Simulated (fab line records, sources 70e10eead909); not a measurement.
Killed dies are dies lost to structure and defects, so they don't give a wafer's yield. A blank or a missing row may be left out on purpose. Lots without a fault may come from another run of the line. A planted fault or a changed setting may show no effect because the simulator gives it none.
Chamber matching | flow nand_harc | NHARC_A_CONTACT_DEP_29 on pecvd-01: 3 sister chambers
The step deposits SiON, target thk 100 nm. 3 wafers are shown with their chamber, then 7 later ones without.

WAFERS WITH THEIR CHAMBER
wafer  | chamber | heater_power_w (W)
L366.6 | 2       | 768
L369.2 | 0       | 711
L369.3 | 1       | 694

WAFERS WITHOUT THEIR CHAMBER
wafer  | heater_power_w (W)
L369.5 | 733
L371.3 | 726
L371.4 | 704
L371.6 | 732
L379.2 | 595
L379.3 | 715
L379.6 | 596

WHICH CHAMBER EACH WENT THROUGH
wafer  | from the rows above          | in truth
L369.5 | can't be placed: 0 or 2 or 1 | 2
L371.3 | can't be placed: 0 or 1 or 2 | 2
L371.4 | can't be placed: 0 or 1 or 2 | 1
L371.6 | can't be placed: 0 or 2 or 1 | 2
L379.2 | can't be placed: 1 or 0 or 2 | 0
L379.3 | can't be placed: 0 or 1 or 2 | 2
L379.6 | can't be placed: 1 or 0 or 2 | 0
Placed correctly: 0 of 7. Can't be placed from these rows: 7 (the true chamber is among the candidates in 7). Placed wrongly: 0.
How it was worked out, from the rows above alone: a wafer's distance from a chamber is the root of the sum, over the readings, of the square of ((its reading less the chamber's mean) divided by the reading's scatter). The wafer belongs to the nearest chamber; if the next one is less than 2 further off, it can't be placed. A chamber's mean is the mean of its shown wafers. The scatter: with one shown wafer a chamber, the root of the mean of the squares of how far each hidden wafer lies from its nearest shown one.
